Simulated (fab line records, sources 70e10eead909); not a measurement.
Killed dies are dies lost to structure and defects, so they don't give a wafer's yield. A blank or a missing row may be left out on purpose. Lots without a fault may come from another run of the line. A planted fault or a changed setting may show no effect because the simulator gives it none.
fab line records | flow nand_harc
record lots=24 wafers=72 last_day=33
route steps=1302 shown A_STAIRCASE@790
lots that met no fault: from a run of the same line without faults
start_h: hours from the record's first day to the start of the lot's first wafer shown | wait_h: hours since the lot's step before | " the same as in the row above | L1.1+2: a row that stands for several wafers | - no value, or no start given | * or withheld: withheld | < > ~ a bound
route shown NAME@n: a module of which the file shows steps, and the number in the route of the first | usual: mean/standard deviation of fault-free wafers | same: alike in all rows | chamber/n: place in a boat | sites: the reading at each site | _std_site: their standard deviation | _edge_site: outer sites' mean less inner sites' | radius_mm: how far each site lies from the wafer's centre | mask NAME#n: copy n | behind: the tool/chamber that last shaped the wafer | hold: why the lot was held/for how many hours/how that ended | device: the transistor (n, p or np) that didn't switch | end of line: the same wafers' tests at the end of the route | a step without rows: its recipe alone | killed: dies lost to structure and defects at the first sort, not the wafer's yield | map: a wafer's dies, x killed, . not, _ none there
set.NAME: the setting as run; set.NAME@STEP: as run at that earlier step | model.NAME: the simulator's own value behind a step, which no gauge read
steps of the route over a sample of lots; a table a step, a row a wafer
services: from which hour (start_h, from the record's first day; less than 0 if before it) a tool's chamber was out of use, for how many hours, and why
## steps
# step NHARC_A_STAIRCASE_STRIP_274
# recipe o2_flow_sccm=500 ar_flow_sccm=0 bias_w=0 chemistry=O2
# usual drypump_motor_current_A=5.9/0.52 oes_product_au=1.002/0.0077 rf_vpp_V=57.6/0.85 showerhead_plenum_p_Torr=3.43/0.076 throttle_valve_pct=17.037/0.0096
# columns lot.wafer tool chamber start_h wait_h drypump_motor_current_A oes_product_au rf_hours_counter_h rf_vpp_V showerhead_plenum_p_Torr throttle_valve_pct
L075.3 rie_diel-11 2 - - 6.4 0.999 39 56.8 3.38 17.028
L075.2 " 0 " " 5.5 1.001 39 59.0 3.54 17.037
L075.5 " 1 " " 5.9 1.009 - 57.4 3.46 17.026
L074.1 rie_diel-08 2 - - 5.9 1.008 2 58.2 3.49 17.035
L074.2 " 0 " " 5.3 1.006 3 58.3 3.53 17.055
L074.5 " 2 " " 5.9 0.994 - 58.1 3.49 17.032
L076.3 rie_diel-04 0 - - 6.5 1.017 11 58.3 3.54 17.046
L076.6 " 0 " " 6.5 1.019 - 57.2 3.54 17.029
L076.5 " 1 " " 5.8 1.002 - 58.5 3.50 17.040
L077.3 rie_diel-08 3 - - 6.1 1.012 6 57.5 3.34 17.032
L077.4 " 0 " " 5.3 0.987 9 58.1 3.52 17.030
L077.5 " 2 " " 6.0 1.001 - 58.3 3.49 17.065
L079.4 rie_diel-04 1 - - 5.8 1.009 19 56.5 3.49 17.035
L079.1 " 3 " " 5.6 0.998 17 58.2 3.34 17.041
L079.6 " 0 " " 6.5 0.997 - 59.0 3.54 17.051
L078.2 rie_diel-04 2 - - 6.6 0.996 17 59.2 3.36 17.030
L078.3 " 0 " " 6.5 1.012 22 58.0 3.53 17.036
L078.5 " 2 " " 6.7 1.010 - 57.7 3.36 17.053
L080.4 rie_diel-08 0 - - 5.3 1.004 26 57.8 3.51 17.033
L080.2 " 1 " " 4.8 0.996 28 57.1 3.47 17.031
L080.6 " 2 " " 5.9 1.001 - 58.1 3.48 17.028
L082.1 rie_diel-04 0 - - 6.5 1.009 27 56.6 3.53 17.047
L082.3 " 1 " " 5.8 0.999 29 57.0 3.49 17.043
L082.6 " 0 " " 6.5 1.005 - 57.6 3.53 17.043
L081.3 rie_diel-08 1 - - 4.8 1.006 28 57.5 3.47 17.038
L081.1 " 2 " " 5.9 1.008 25 58.4 3.48 17.030
L081.2 " 3 " " 6.2 1.011 23 55.2 3.33 17.013
L083.4 rie_diel-08 1 - - 4.8 0.998 35 57.3 3.46 17.046
L083.3 " 3 " " 6.2 1.008 29 57.7 3.33 17.047
L083.5 " 2 " " 5.9 1.000 - 56.9 3.48 17.028
L085.3 rie_diel-11 1 - - 5.8 1.002 16 58.6 3.45 17.046
L085.1 " 3 " " 5.9 0.995 17 58.1 3.42 17.035
L085.6 " 1 " " 5.8 0.988 - 58.6 3.45 17.033
L086.1 rie_diel-11 0 - - 5.5 1.012 16 59.0 3.52 17.048
L086.2 " 1 " " 5.8 1.006 16 57.2 3.45 17.046
L086.5 " 0 " " 5.5 1.003 - 57.8 3.53 17.031
L084.2 rie_diel-04 1 - - 5.8 0.999 38 58.7 3.48 17.039
L084.6 " 3 " " 5.6 1.000 - 56.5 3.34 17.025
L084.5 " 0 " " 6.5 1.008 - 58.5 3.53 17.050
L087.4 rie_diel-04 3 - - 5.6 1.005 33 57.8 3.33 17.045
L087.6 " 1 " " 5.9 1.005 - 58.9 3.48 17.042
L087.5 " 2 " " 6.7 1.015 - 56.6 3.35 17.038
L090.1 rie_diel-04 2 - - 6.6 0.993 43 58.3 3.35 17.036
L090.4 " 1 " " 5.9 0.998 48 57.4 3.48 17.032
L090.5 " 2 " " 6.7 1.001 - 56.7 3.35 17.039
L089.3 rie_diel-08 1 - - 4.8 0.996 55 58.1 3.45 17.037
L089.2 " 3 " " 6.2 1.025 47 56.8 3.32 17.032
L089.1 " 0 " " 5.3 0.998 52 58.9 3.50 17.044
L088.2 rie_diel-04 1 - - 5.8 0.999 49 58.5 3.48 17.028
L088.5 " 2 " " 6.6 0.986 - 57.4 3.34 17.040
L088.6 " 3 " " 5.6 1.002 - 57.6 3.33 17.043
L091.4 rie_diel-04 2 - - 6.7 0.996 5 58.1 3.34 17.060
L091.2 " 3 " " 5.6 0.999 5 57.4 3.33 17.054
L091.5 " 1 " " 5.8 1.010 - 58.0 3.47 17.045
L093.2 rie_diel-11 2 - - 6.4 0.998 49 58.9 3.35 17.042
L093.1 " 3 " " 5.9 0.996 45 57.4 3.41 17.032
L093.5 " 0 " " 5.5 0.998 - 57.4 3.51 17.046
L092.1 rie_diel-04 2 - - 6.7 1.002 7 58.4 3.34 17.045
L092.5 " 3 " " 5.6 0.990 - 57.7 3.32 17.048
L092.6 " 0 " " 6.5 0.994 - 57.2 3.52 17.031
L094.1 rie_diel-11 2 - - 6.4 0.997 53 57.8 3.35 17.037
L094.2 " 1 " " 5.9 0.989 46 57.3 3.43 17.018
L094.5 " 2 " " 6.4 0.998 - 58.2 3.35 17.019
L095.2 rie_diel-04 2 - - 6.7 0.992 14 58.1 3.33 17.049
L095.1 " 1 " " 5.8 1.006 13 57.2 3.47 17.033
L095.5 " 3 " " 5.6 0.989 - 56.7 3.32 17.039
L097.3 rie_diel-08 0 - - 5.3 1.014 14 58.7 3.49 17.031
L097.1 " 1 " " 4.8 0.995 13 57.5 3.44 17.050
L097.6 " 3 " " 6.1 1.000 - 57.7 3.30 17.036
L096.3 rie_diel-04 3 - - 5.6 0.988 18 56.8 3.32 17.035
L096.6 " 0 " " 6.5 1.007 - 58.6 3.51 17.044
L096.5 " 1 " " 5.8 1.014 - 58.8 3.47 17.029
# step NHARC_A_STAIRCASE_HM_DEP_459
# recipe target_thk_a=15000 temp_c=400 material=aC
# usual throttle_valve_pct=35.001/0.0095
# columns lot.wafer tool chamber start_h wait_h throttle_valve_pct
L075.2 acl_dep-02 0 386.37 0.4 34.993
L075.3 " 0 " " 34.992
L075.5 " 0 " " 35.007
L074.1 acl_dep-01 0 391.23 3.4 34.991
L074.2 " 0 " " 35.008
L074.5 " 0 " " 34.994
L076.3 acl_dep-01 0 399.56 0.7 34.999
L076.5 " 0 " " 35.004
L076.6 " 0 " " 35.016
L077.3 acl_dep-02 0 406.74 0.7 35.003
L077.4 " 0 " " 34.997
L077.5 " 0 " " 34.999
L079.1 acl_dep-01 0 437.26 4.3 35.027
L079.4 " 0 " " 34.995
L079.6 " 0 " " 35.016
L078.2 acl_dep-03 0 439.55 3.9 35.009
L078.3 " 0 " " 35.010
L078.5 " 0 " " 34.987
L080.2 acl_dep-03 0 452.20 1.0 35.006
L080.4 " 0 " " 35.007
L080.6 " 0 " " 35.004
L082.1 acl_dep-03 0 455.63 3.6 35.002
L082.3 " 0 " " 35.011
L082.6 " 0 " " 35.003
L081.1 acl_dep-02 0 455.69 2.6 35.005
L081.2 " 0 " " 35.009
L081.3 " 0 " " 35.012
L083.3 acl_dep-02 0 469.24 0.7 34.997
L083.4 " 0 " " 34.997
L083.5 " 0 " " 34.996
L085.1 acl_dep-03 0 482.36 0.1 35.002
L085.3 " 0 " " 35.010
L085.6 " 0 " " 34.998
L086.1 acl_dep-01 0 484.25 0.1 35.018
L086.2 " 0 " " 35.010
L086.5 " 0 " " 34.996
L084.2 acl_dep-02 0 485.83 1.6 35.011
L084.5 " 0 " " 35.004
L084.6 " 0 " " 35.005
L087.4 acl_dep-02 0 494.22 2.3 35.004
L087.5 " 0 " " 35.005
L087.6 " 0 " " 34.989
L090.1 acl_dep-03 0 529.03 0.1 35.004
L090.4 " 0 " " 34.983
L090.5 " 0 " " 34.991
L089.1 acl_dep-01 0 530.87 1.7 34.987
L089.2 " 0 " " 35.018
L089.3 " 0 " " 35.000
L088.2 acl_dep-02 0 531.27 0.4 35.000
L088.5 " 0 " " 34.986
L088.6 " 0 " " 34.987
L091.2 acl_dep-02 0 556.30 1.0 35.001
L091.4 " 0 " " 35.002
L091.5 " 0 " " 34.995
L093.1 acl_dep-02 0 568.30 6.9 34.996
L093.2 " 0 " " 35.004
L093.5 " 0 " " 34.995
L092.1 acl_dep-02 0 570.14 6.7 35.006
L092.5 " 0 571.38 7.9 35.000
L092.6 " 0 " " 35.019
L094.1 acl_dep-01 0 577.86 0.1 34.994
L094.2 " 0 " " 35.009
L094.5 " 0 " " 35.001
L095.1 acl_dep-03 0 586.92 1.7 35.011
L095.2 " 0 " " 34.998
L095.5 " 0 " " 34.998
L097.1 acl_dep-01 0 596.07 0.1 34.996
L097.3 " 0 " " 34.999
L097.6 " 0 " " 34.988
L096.3 acl_dep-01 0 603.33 3.4 35.007
L096.5 " 0 " " 34.990
L096.6 " 0 " " 35.004
# step NHARC_A_STAIRCASE_DEP_325
# recipe target_thk_a=72000 temp_c=400 target_thk_nm=7200 teos_flow_sccm=200 rf_w=500 material=SiO2
# usual heater_power_w=668/90 mfc_precursor_sccm=200.0/0.65
# columns lot.wafer tool chamber start_h wait_h heater_power_w mfc_precursor_sccm
L074.1 pecvd-01 1 430.99 0.2 645 199.5
L074.2 " 2 " " 671 199.9
L074.5 " 2 " " 610 198.7
L075.2 pecvd-02 0 431.22 0.4 565 199.5
L075.3 " 0 " " 568 199.9
L075.5 " 0 " " 565 199.9
L076.3 pecvd-02 0 437.81 0.6 564 200.3
L076.5 " 0 " " 573 200.7
L076.6 " 0 " " 576 199.5
L077.3 pecvd-04 0 446.17 0.2 823 199.7
L077.4 " 0 " " 674 198.4
L077.5 " 1 " " 584 200.8
L079.1 pecvd-01 0 479.31 0.1 719 199.3
L079.4 " 0 " " 599 200.0
L079.6 " 1 " " 605 198.7
L078.2 pecvd-02 1 479.42 0.2 775 199.9
L078.3 " 2 " " 660 201.4
L078.5 " 2 " " 554 201.0
L080.2 pecvd-02 2 492.26 0.1 650 200.4
L080.4 " 0 " " 559 200.5
L080.6 " 1 " " 686 200.7
L081.3 pecvd-04 2 492.26 0.1 823 200.0
L081.2 " 0 " " 710 200.4
L081.1 " 1 " " 625 200.4
L082.1 pecvd-02 2 492.83 0.6 623 199.8
L082.3 " 0 " " 680 199.0
L082.6 " 0 " " 566 200.5
L083.3 pecvd-01 0 515.57 0.5 692 200.1
L083.4 " 2 " " 605 200.3
L083.5 " 0 " " 590 200.4
L084.2 pecvd-02 2 522.56 0.1 647 200.8
L084.5 " 2 " " 565 200.5
L084.6 " 1 " " 673 199.5
L085.1 pecvd-04 2 522.56 0.1 779 199.5
L085.3 " 1 " " 693 200.3
L085.6 " 2 " " 755 200.6
L086.2 pecvd-01 1 522.57 0.1 609 199.5
L086.1 " 2 " " 674 199.7
L086.5 " 0 " " 592 200.0
L087.4 pecvd-04 2 537.44 0.5 731 199.1
L087.5 " 0 " " 710 200.0
L087.6 " 2 " " 742 199.6
L089.3 pecvd-01 2 569.80 0.1 725 199.9
L089.2 " 0 " " 661 199.7
L089.1 " 1 " " 728 200.8
L090.1 pecvd-04 1 569.80 0.1 627 199.2
L090.5 " 2 " " 757 199.1
L090.4 " 0 " " 699 200.5
L088.2 pecvd-02 2 569.91 0.2 664 199.3
L088.6 " 1 " " 669 200.0
L088.5 " 0 " " 560 201.4
L091.2 pecvd-01 0 607.10 0.1 661 199.9
L091.5 " 1 " " 596 200.5
L091.4 " 2 " " 598 200.8
L093.1 pecvd-04 2 614.33 0.1 918 199.2
L093.2 " 0 " " 832 199.7
L093.5 " 1 " " 549 199.8
L092.1 pecvd-02 0 614.57 0.3 642 199.8
L092.6 " 2 " " 592 199.9
L092.5 " 0 " " 604 201.0
L094.2 pecvd-04 2 620.24 0.1 932 199.2
L094.1 " 1 " " 588 200.5
L094.5 " 0 " " 703 199.5
L095.2 pecvd-01 0 626.92 0.1 744 201.1
L095.1 " 2 " " 703 201.0
L095.5 " 0 " " 585 200.5
L097.1 pecvd-01 1 641.94 0.1 648 200.1
L097.3 " 0 " " 624 200.4
L097.6 " 1 " " 586 200.1
L096.3 pecvd-04 2 649.20 0.3 822 200.2
L096.6 " 1 " " 570 199.9
L096.5 " 2 " " 751 199.6
# step NHARC_A_STAIRCASE_CMP_152
# usual motor_current_A=12.5/0.86
# columns lot.wafer tool chamber start_h wait_h motor_current_A
L074.2 cmp-02 0 444.78 0.1 13.1
L074.1 " 3 " " 11.1
L074.5 " 0 " " 12.8
L075.2 cmp-01 3 445.15 0.1 14.9
L075.3 " 1 " " 12.4
L075.5 " 0 " " 11.0
L076.3 cmp-02 1 453.64 0.1 12.9
L076.5 " 2 " " 12.4
L076.6 " 3 " " 11.6
L077.4 cmp-03 0 459.26 0.1 13.5
L077.3 " 2 " " 12.4
L077.5 " 1 " " 12.2
L078.2 cmp-02 3 495.31 0.1 10.6
L078.3 " 1 " " 12.5
L078.5 " 3 " " 11.5
L079.1 cmp-02 2 499.39 0.1 12.5
L079.4 " 0 " " 12.5
L079.6 " 2 " " 13.2
L080.4 cmp-03 3 505.75 0.1 10.8
L080.2 " 0 " " 12.6
L080.6 " 2 " " 12.3
L081.2 cmp-01 1 506.03 0.1 13.2
L081.3 " 2 " " 13.2
L081.1 " 0 " " 11.7
L082.3 cmp-02 1 507.15 0.1 12.7
L082.1 " 2 " " 12.2
L082.6 " 0 " " 13.1
L083.4 cmp-03 1 531.34 0.1 12.4
L083.3 " 3 " " 10.8
L083.5 " 1 " " 11.9
L086.2 cmp-02 1 535.96 0.1 12.5
L086.1 " 0 " " 12.4
L086.5 " 1 " " 12.4
L085.1 cmp-03 1 536.24 0.1 12.2
L085.3 " 3 " " 10.8
L085.6 " 0 " " 12.9
L084.2 cmp-01 0 537.08 0.1 11.8
L084.5 " 1 " " 13.3
L084.6 " 2 " " 13.3
L087.4 cmp-02 0 550.75 0.1 12.3
L087.6 " 3 " " 11.6
L087.5 " 0 " " 12.9
L090.1 cmp-01 0 588.24 0.1 11.2
L090.4 " 1 " " 12.8
L090.5 " 2 " " 13.0
L089.3 cmp-02 3 588.54 0.1 11.3
L089.1 " 0 " " 13.0
L089.2 " 1 " " 12.6
L088.2 cmp-01 3 591.49 0.1 13.4
L088.5 " 0 " " 10.8
L088.6 " 1 " " 12.2
L091.4 cmp-02 1 623.24 0.1 12.5
L091.2 " 3 " " 12.2
L091.5 " 1 " " 12.3
L092.1 cmp-01 1 628.15 0.1 12.0
L092.5 " 2 " " 13.4
L092.6 " 3 " " 13.2
L093.1 cmp-02 2 629.52 0.1 13.3
L093.2 " 1 " " 12.2
L093.5 " 2 " " 12.7
L094.1 cmp-01 1 635.89 0.1 13.1
L094.2 " 2 " " 13.5
L094.5 " 1 " " 12.4
L095.2 cmp-02 3 641.83 0.1 10.9
L095.1 " 0 " " 13.1
L095.5 " 1 " " 12.3
L097.3 cmp-01 2 658.07 0.1 12.6
L097.1 " 3 " " 13.5
L097.6 " 1 " " 12.3
L096.3 cmp-01 0 664.58 0.1 11.2
L096.6 " 1 " " 12.6
L096.5 " 2 " " 13.7
# step NHARC_A_STAIRCASE_ETCHBACK_422
# recipe target_depth_a=400 over_etch_frac=0.3 time_s=74.286 ion_energy_ev=120 ch3f_flow_sccm=50 o2_flow_sccm=30 ar_flow_sccm=200 rf_w=500 bias_w=100 chemistry=CH3F/O2
# usual drypump_motor_current_A=5.9/0.41 oes_product_au=0.96/0.04 rf_vpp_V=243.1/1 showerhead_plenum_p_Torr=2.38/0.05 throttle_valve_pct=20.663/0.0087
# columns lot.wafer tool chamber start_h wait_h drypump_motor_current_A oes_product_au rf_hours_counter_h rf_vpp_V showerhead_plenum_p_Torr throttle_valve_pct
L074.1 rie_diel-11 2 445.24 0.1 6.4 0.99 2 241.7 2.35 20.645
L074.2 " 3 " " 5.9 1.00 2 243.9 2.39 20.660
L074.5 " 2 " " 6.4 0.99 - 242.0 2.35 20.664
L075.2 rie_diel-11 0 445.61 0.1 5.5 1.00 2 244.6 2.46 20.660
L075.3 " 3 " " 5.9 1.00 2 242.7 2.39 20.662
L075.5 " 1 " " 5.8 0.99 - 242.5 2.41 20.648
L076.3 rie_diel-08 1 454.11 0.2 4.8 0.92 29 243.5 2.41 20.671
L076.5 " 2 " " 5.9 0.92 - 242.9 2.42 20.651
L076.6 " 3 " " 6.1 0.93 - 242.2 2.31 20.653
L077.3 rie_diel-11 1 459.75 0.2 5.8 1.00 9 243.7 2.40 20.673
L077.4 " 2 " " 6.4 1.00 11 242.5 2.34 20.661
L077.5 " 0 " " 5.5 1.00 - 245.0 2.46 20.683
L078.2 rie_diel-04 2 495.77 0.2 6.6 0.94 37 243.2 2.33 20.679
L078.3 " 0 " " 6.4 0.93 36 244.7 2.46 20.652
L078.5 " 1 " " 5.9 0.92 - 243.5 2.43 20.649
L079.4 rie_diel-04 1 499.86 0.2 5.8 0.91 40 243.9 2.43 20.668
L079.1 " 2 " " 6.7 0.92 37 241.9 2.33 20.657
L079.6 " 3 " " 5.6 0.93 - 242.0 2.32 20.657
L080.4 rie_diel-04 2 506.23 0.2 6.6 0.93 40 242.7 2.33 20.667
L080.2 " 3 " " 5.6 0.93 36 242.2 2.32 20.655
L080.6 " 0 " " 6.5 0.94 - 244.9 2.46 20.675
L081.2 rie_diel-04 1 506.49 0.1 5.8 0.99 45 244.1 2.42 20.681
L081.1 " 2 " " 6.7 1.00 40 241.6 2.33 20.666
L081.3 " 3 " " 5.6 1.00 36 240.8 2.32 20.666
L082.3 rie_diel-04 3 507.62 0.1 5.6 0.92 37 241.6 2.32 20.669
L082.1 " 0 " " 6.5 0.93 42 244.2 2.46 20.665
L082.6 " 3 " " 5.6 0.93 - 243.2 2.32 20.644
L083.4 rie_diel-08 3 533.60 1.9 6.1 0.94 50 242.6 2.30 20.668
L083.3 " 0 " " 5.3 0.92 55 243.6 2.44 20.670
L083.5 " 0 " " 5.3 0.92 - 243.9 2.44 20.675
L086.2 rie_diel-11 3 536.45 0.2 5.9 0.92 38 242.5 2.38 20.650
L086.1 " 0 " " 5.5 0.93 34 245.2 2.45 20.676
L086.5 " 2 " " 6.4 0.92 - 242.1 2.33 20.665
L085.3 rie_diel-11 3 536.74 0.2 5.9 1.00 38 243.5 2.38 20.672
L085.1 " 0 " " 5.5 0.99 34 243.4 2.45 20.658
L085.6 " 0 " " 5.5 1.01 - 244.4 2.45 20.663
L084.2 rie_diel-11 1 537.53 0.2 5.8 0.92 33 241.9 2.40 20.659
L084.5 " 3 " " 5.9 0.93 - 243.0 2.38 20.677
L084.6 " 0 " " 5.5 0.93 - 243.2 2.45 20.667
L087.4 rie_diel-11 2 551.23 0.1 6.3 0.99 46 243.4 2.33 20.659
L087.6 " 0 " " 5.5 1.00 - 243.8 2.45 20.651
L087.5 " 1 " " 5.8 1.00 - 245.1 2.39 20.681
L090.1 rie_diel-04 2 588.69 0.2 6.6 0.99 15 243.6 2.32 20.662
L090.4 " 0 " " 6.4 1.00 14 244.6 2.45 20.666
L090.5 " 1 " " 5.8 1.01 - 242.8 2.41 20.650
L089.3 rie_diel-11 3 589.01 0.1 5.9 0.93 56 242.4 2.37 20.662
L089.1 " 1 " " 5.8 0.91 51 243.1 2.39 20.676
L089.2 " 2 " " 6.4 0.92 60 242.4 2.33 20.668
L088.2 rie_diel-11 2 591.91 0.1 6.4 0.93 61 243.5 2.33 20.658
L088.6 " 2 " " 6.4 0.92 - 241.7 2.32 20.650
L088.5 " 3 " " 5.9 0.93 - 243.4 2.37 20.661
L091.4 rie_diel-08 3 624.12 0.5 6.1 0.91 23 241.7 2.29 20.651
L091.2 " 1 " " 4.8 0.93 21 243.6 2.39 20.658
L091.5 " 0 " " 5.3 0.95 - 243.3 2.43 20.658
L092.1 rie_diel-11 1 628.61 0.2 5.9 1.01 6 242.7 2.38 20.653
L092.5 " 2 " " 6.4 1.02 - 241.2 2.32 20.662
L092.6 " 3 " " 5.9 1.01 - 242.8 2.36 20.666
L093.2 rie_diel-11 1 630.05 0.2 5.8 1.00 7 243.4 2.38 20.667
L093.1 " 3 " " 5.9 1.00 6 243.6 2.36 20.659
L093.5 " 1 " " 5.8 0.99 - 243.1 2.38 20.660
L094.1 rie_diel-11 2 636.41 0.2 6.4 1.01 8 241.4 2.32 20.656
L094.2 " 3 " " 5.9 1.01 8 242.6 2.36 20.670
L094.5 " 2 " " 6.4 1.00 - 242.5 2.32 20.677
L095.2 rie_diel-04 1 642.27 0.1 5.9 0.93 32 242.2 2.41 20.660
L095.1 " 2 " " 6.6 0.91 36 242.9 2.31 20.654
L095.5 " 1 " " 5.9 0.94 - 243.8 2.41 20.668
L097.1 rie_diel-11 1 658.50 0.1 5.8 1.00 16 243.5 2.38 20.669
L097.3 " 2 " " 6.4 1.03 14 242.6 2.32 20.666
L097.6 " 2 " " 6.4 1.01 - 241.5 2.32 20.649
L096.3 rie_diel-11 0 665.03 0.1 5.5 1.00 13 242.6 2.43 20.659
L096.5 " 2 " " 6.4 1.02 - 241.7 2.32 20.646
L096.6 " 3 " " 5.9 1.01 - 241.9 2.36 20.658
# step NHARC_A_STAIRCASE_CMP_472
# recipe material=SiO2
# usual motor_current_A=12.5/0.92
# columns lot.wafer tool chamber start_h wait_h motor_current_A
L074.2 cmp-02 0 446.28 0.3 13.4
L074.1 " 1 " " 12.6
L074.5 " 3 " " 11.4
L075.3 cmp-03 1 446.53 0.2 12.4
L075.2 " 0 " " 13.2
L075.5 " 1 " " 11.7
L076.3 cmp-01 2 454.99 0.2 13.9
L076.5 " 2 " " 13.6
L076.6 " 3 " " 13.8
L077.3 cmp-01 1 460.67 0.2 12.5
L077.4 " 2 " " 13.5
L077.5 " 1 " " 12.5
L078.3 cmp-01 0 496.68 0.2 11.4
L078.2 " 3 " " 14.4
L078.5 " 0 " " 11.2
L079.4 cmp-01 1 500.77 0.2 13.6
L079.1 " 2 " " 13.3
L079.6 " 1 " " 12.9
L080.4 cmp-01 0 507.18 0.2 11.7
L080.2 " 2 " " 13.2
L080.6 " 0 " " 11.6
L081.2 cmp-03 0 507.45 0.2 12.6
L081.3 " 2 " " 12.2
L081.1 " 3 " " 10.9
L082.1 cmp-03 1 508.55 0.2 12.1
L082.3 " 0 " " 13.6
L082.6 " 2 " " 11.6
L083.3 cmp-03 3 534.66 0.3 10.4
L083.4 " 0 " " 13.1
L083.5 " 1 " " 12.3
L086.2 cmp-03 2 537.38 0.3 11.5
L086.1 " 3 " " 11.0
L086.5 " 1 " " 11.9
L085.3 cmp-02 3 537.65 0.2 11.5
L085.1 " 2 " " 13.2
L085.6 " 3 " " 10.6
L084.2 cmp-01 3 538.53 0.3 13.3
L084.6 " 2 " " 13.1
L084.5 " 3 " " 13.6
L087.4 cmp-03 2 552.16 0.2 12.5
L087.6 " 1 " " 12.0
L087.5 " 2 " " 12.1
L090.1 cmp-01 2 589.62 0.2 12.4
L090.4 " 0 " " 11.2
L090.5 " 2 " " 13.9
L089.2 cmp-02 3 589.93 0.2 11.2
L089.1 " 0 " " 12.5
L089.3 " 2 " " 12.9
L088.2 cmp-01 0 592.82 0.2 11.8
L088.5 " 0 " " 10.8
L088.6 " 1 " " 12.7
L091.2 cmp-01 2 626.06 0.2 13.1
L091.4 " 3 " " 13.4
L091.5 " 0 " " 11.1
L092.1 cmp-01 1 629.50 0.2 12.6
L092.5 " 1 " " 12.9
L092.6 " 2 " " 13.5
L093.2 cmp-03 3 631.00 0.3 10.5
L093.1 " 0 " " 13.5
L093.5 " 1 " " 12.1
L094.2 cmp-03 1 637.31 0.2 11.3
L094.1 " 0 " " 13.2
L094.5 " 2 " " 12.0
L095.1 cmp-03 1 643.18 0.2 12.1
L095.2 " 0 " " 13.0
L095.5 " 2 " " 12.1
L097.3 cmp-02 3 659.51 0.2 11.7
L097.1 " 2 " " 13.0
L097.6 " 0 " " 13.1
L096.3 cmp-01 1 665.99 0.3 13.3
L096.5 " 2 " " 13.2
L096.6 " 3 " " 13.6
## services
# columns tool chamber start_h hours kind
cmp-01 - 381.68 4.0 pm
rie_diel-11 3 384.84 1.2 repair
cmp-01 - 389.54 3.4 repair
cmp-01 - 409.60 2.0 repair
cmp-02 - 413.93 0.8 repair
rie_diel-11 1 420.84 8.0 repair
cmp-02 - 428.64 4.0 pm
rie_diel-11 - 432.52 9.0 pm
cmp-01 - 479.68 4.0 pm
cmp-01 - 484.06 0.4 repair
rie_diel-11 1 496.97 9.3 repair
cmp-02 - 526.64 4.0 pm
rie_diel-04 0 529.96 2.8 repair
rie_diel-04 - 534.62 9.0 pm
cmp-02 - 560.50 1.0 repair
cmp-01 - 577.68 4.0 pm
rie_diel-04 1 589.77 1.6 repair
rie_diel-11 - 609.52 9.0 pm
rie_diel-11 0 620.33 3.0 repair
cmp-02 - 624.64 4.0 pm
cmp-02 - 638.47 1.0 repair
rie_diel-11 3 653.03 5.0 repair
rie_diel-11 0 654.31 4.5 repair
rie_diel-11 - 661.24 0.3 repair
## key
fault none
